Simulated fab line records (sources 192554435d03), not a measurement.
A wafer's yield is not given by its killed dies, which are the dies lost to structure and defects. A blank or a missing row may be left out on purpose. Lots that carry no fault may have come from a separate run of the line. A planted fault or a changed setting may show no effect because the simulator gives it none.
Which tool was responsible? ; flow n5_finfet ; 10 lots (30 wafers sampled), 1 step of a 1938-step route

WHAT EACH GAUGE READ, for each wafer
N5_BEOL_M8_INSPECT_30: inspects for defects (brightfield). Usual: raw_defect_count at 397, with a standard deviation of 87.
lot;measured;on;raw_defect_count;flag
L438;day 9 05:04;defect_inspect-01;336 416 295;
L440;day 10 04:19;defect_inspect-01;370 424 387;
L441;day 10 14:59;defect_inspect-01;305 277 355;
L443;day 10 23:34;defect_inspect-01;463 387 694;
L444;day 11 03:15;defect_inspect-02;510 484 370;
L445;day 11 06:41;defect_inspect-01;425 329 324;
L448;day 12 10:31;defect_inspect-02;391 419 359;
L455;day 13 16:34;defect_inspect-02;445 343 330;
L456;day 14 07:38;defect_inspect-01;321 525 291;
L461;day 15 16:06;defect_inspect-01;355 285 311;

WHICH TOOL RAN EACH LOT (tool, then ch and the chambers of the sampled wafers, then the start)
No process step before these readings appears in the record.

AS READ BY THE TOOLS THEMSELVES (means over the sampled wafers that have a number; for cases with no such wafer, the mark the record gives instead)
The record holds no such reading with a usual standard deviation.

THE ANSWER, worked out from the rows above alone
Rule: a lot is off if the mean of its wafers that have a number lies more than 3 standard deviations from the usual mean. A lot without any number at a reading at which 4 lots or more have one is off too. Any other lot the step has rows for is counted as sound. The gauges are gone through in route order, then the tools' own readings, and for those a lot's mean is taken as printed above. The first step at which some lot is off is used, and at that step the reading that is off furthest; a lot without a number counts as furthest.
No lot is off on any of the readings shown, so nothing can be concluded from this.

WHAT THE SIMULATOR HAD PUT IN
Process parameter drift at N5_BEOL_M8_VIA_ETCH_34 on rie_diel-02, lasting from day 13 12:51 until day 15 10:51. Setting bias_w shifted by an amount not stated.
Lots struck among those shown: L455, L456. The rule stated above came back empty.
